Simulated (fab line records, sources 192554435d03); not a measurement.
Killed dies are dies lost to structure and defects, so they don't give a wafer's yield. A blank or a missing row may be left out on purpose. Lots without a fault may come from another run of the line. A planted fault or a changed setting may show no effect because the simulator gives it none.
Which tool did it? | flow n5_finfet | 23 lots, 69 wafers sampled, at 2 steps of a route of 1938

WHAT THE GAUGES READ, wafer by wafer
N5_DUMMY_REMOVAL_INSPECT_06: inspects for defects (brightfield). Usual: raw_defect_count 11, standard deviation 5.2.
lot  | measured    | on                | raw_defect_count | flag
L074 | day 3 20:55 | defect_inspect-02 | 15 4 9           |
L075 | day 4 03:57 | defect_inspect-02 | 16 16 8          |
L077 | day 4 16:02 | defect_inspect-02 | 5 4 3            |
L078 | day 4 21:05 | defect_inspect-02 | 11 7 8           |
L079 | day 5 03:59 | defect_inspect-01 | 13 23 9          |
L080 | day 5 16:10 | defect_inspect-01 | 10 8 12          |
L081 | day 5 16:36 | defect_inspect-01 | 9 8 7            |
L082 | day 6 00:45 | defect_inspect-02 | 9 9 15           |
L083 | day 6 01:26 | defect_inspect-01 | 8 15 10          |
L084 | day 6 07:57 | defect_inspect-01 | 14 10 14         |
L085 | day 6 15:23 | defect_inspect-01 | 8 23 4           |
L086 | day 6 22:27 | defect_inspect-01 | 12 28 9          |
L087 | day 7 04:28 | defect_inspect-02 | 20 21 8          |
L088 | day 7 10:11 | defect_inspect-01 | 9 13 14          |
L089 | day 7 16:04 | defect_inspect-02 | 14 15 6          |
L090 | day 7 21:49 | defect_inspect-01 | 22 13 13         |
L091 | day 8 02:07 | defect_inspect-01 | 10 6 11          |
L092 | day 8 10:07 | defect_inspect-01 | 16 8 8           |
L093 | day 8 14:51 | defect_inspect-02 | 7 3 8            |
L094 | day 8 20:53 | defect_inspect-02 | 2 10 16          |
L095 | day 9 03:39 | defect_inspect-02 | 10 4 4           |
L096 | day 9 13:59 | defect_inspect-02 | 18 22 6          |
L097 | day 9 17:05 | defect_inspect-02 | 9 21 10          |

WHICH TOOL RAN EACH LOT (tool, then ch and the chambers of the sampled wafers, then the start)
lot  | N5_DUMMY_REMOVAL_HM_STRIP_01
L074 | rie_diel-03 ch 2,3, day 3 20:44
L075 | rie_diel-03 ch 0,1,2, day 4 03:46
L077 | rie_diel-06 ch 0,1,2, day 4 15:51
L078 | rie_diel-06 ch 0,1, day 4 20:53
L079 | rie_diel-03 ch 0,1,3, day 5 03:45
L080 | rie_diel-05 ch 1,3, day 5 15:58
L081 | rie_diel-06 ch 0,2, day 5 16:24
L082 | rie_diel-03 ch 0,1,2, day 6 00:33
L083 | rie_diel-03 ch 1,2, day 6 01:14
L084 | rie_diel-03 ch 0,3, day 6 07:46
L085 | rie_diel-06 ch 0,2, day 6 15:12
L086 | rie_diel-06 ch 1,2,3, day 6 22:15
L087 | rie_diel-06 ch 2,3, day 7 04:16
L088 | rie_diel-06 ch 0,2,3, day 7 09:59
L089 | rie_diel-03 ch 0,1,2, day 7 15:52
L090 | rie_diel-03 ch 0,1,3, day 7 21:37
L091 | rie_diel-03 ch 0,3, day 8 01:55
L092 | rie_diel-06 ch 1,2,3, day 8 09:55
L093 | rie_diel-06 ch 0,3, day 8 14:39
L094 | rie_diel-06 ch 0,3, day 8 20:42
L095 | rie_diel-03 ch 1,2,3, day 9 03:28
L096 | rie_diel-03 ch 1,2, day 9 13:47
L097 | rie_diel-05 ch 0,1,2, day 9 16:53
- N5_DUMMY_REMOVAL_HM_STRIP_01: strips SiNx in CH3F/O2, stops on poly-Si, target depth 4 nm, time 6.8 s.

WHAT THE TOOLS THEMSELVES READ (means of the sampled wafers that have a number; where no wafer has one, the mark that the record gives instead)
N5_DUMMY_REMOVAL_HM_STRIP_01. Usual: drypump_motor_current_A 5.7 A, standard deviation 0.36; oes_product_au 0.65 a.u., standard deviation 0.047; rf_vpp_V 127.5 V, standard deviation 1.1; showerhead_plenum_p_Torr 2.00 Torr, standard deviation 0.079; throttle_valve_pct 16.21 %, standard deviation 0.16.
lot  | tool        | drypump_motor_current_A (A) | oes_product_au (a.u.) | rf_vpp_V (V) | showerhead_plenum_p_Torr (Torr) | throttle_valve_pct (%) | flag
L074 | rie_diel-03 | 5.4                         | 0.68                  | 128.7        | 2.06                            | 16.17                  |
L075 | rie_diel-03 | 5.7                         | 0.68                  | 127.0        | 1.97                            | 16.03                  |
L077 | rie_diel-06 | 5.8                         | 0.65                  | 127.2        | 1.99                            | 16.28                  |
L078 | rie_diel-06 | 5.8                         | 0.64                  | 128.0        | 2.00                            | 16.15                  |
L079 | rie_diel-03 | 5.3                         | 0.69                  | 127.9        | 2.03                            | 16.12                  |
L080 | rie_diel-05 | 6.4                         | 0.58                  | 127.7        | 1.98                            | 16.41                  |
L081 | rie_diel-06 | 6.0                         | 0.64                  | 128.3        | 2.04                            | 16.35                  |
L082 | rie_diel-03 | 5.7                         | 0.66                  | 127.2        | 1.96                            | 16.06                  |
L083 | rie_diel-03 | 5.9                         | 0.66                  | 126.9        | 1.94                            | 16.03                  |
L084 | rie_diel-03 | 5.3                         | 0.64                  | 128.1        | 2.03                            | 16.16                  |
L085 | rie_diel-06 | 6.0                         | 0.64                  | 127.9        | 2.04                            | 16.36                  |
L086 | rie_diel-06 | 5.7                         | 0.64                  | 127.3        | 1.99                            | 16.39                  |
L087 | rie_diel-06 | 5.9                         | 0.63                  | 127.7        | 2.05                            | 16.45                  |
L088 | rie_diel-06 | 5.9                         | 0.62                  | 128.4        | 2.06                            | 16.32                  |
L089 | rie_diel-03 | 5.7                         | 0.65                  | 126.9        | 1.96                            | 16.09                  |
L090 | rie_diel-03 | 5.3                         | 0.67                  | 127.3        | 2.02                            | 16.17                  |
L091 | rie_diel-03 | 5.4                         | 0.64                  | 126.8        | 2.03                            | 16.20                  |
L092 | rie_diel-06 | 5.7                         | 0.63                  | 127.4        | 1.98                            | 16.41                  |
L093 | rie_diel-06 | 5.8                         | 0.61                  | 127.3        | 2.08                            | 16.20                  |
L094 | rie_diel-06 | 5.8                         | 0.61                  | 128.5        | 2.08                            | 16.27                  |
L095 | rie_diel-03 | 5.5                         | 0.65                  | 126.4        | 2.00                            | 16.16                  |
L096 | rie_diel-03 | 5.7                         | 0.66                  | 126.2        | 1.95                            | 16.10                  |
L097 | rie_diel-05 | 5.6                         | 0.67                  | 127.7        | 2.00                            | 16.26                  |

THE ANSWER, worked out from the rows above alone
Rule: a lot is off if the mean of its wafers that have a number lies more than 3 standard deviations from the usual mean. A lot without any number at a reading at which 4 lots or more have one is off too. The other lots that the step has rows for count as sound. The gauges are gone through in route order, then the tools' own readings, and for those a lot's mean is taken as printed above. The first step at which some lot is off is used, and at that step the reading that is off furthest; a lot without a number counts as furthest.
No lot is off at any reading shown: from this, nothing can be told.

WHAT THE SIMULATOR HAD PUT IN
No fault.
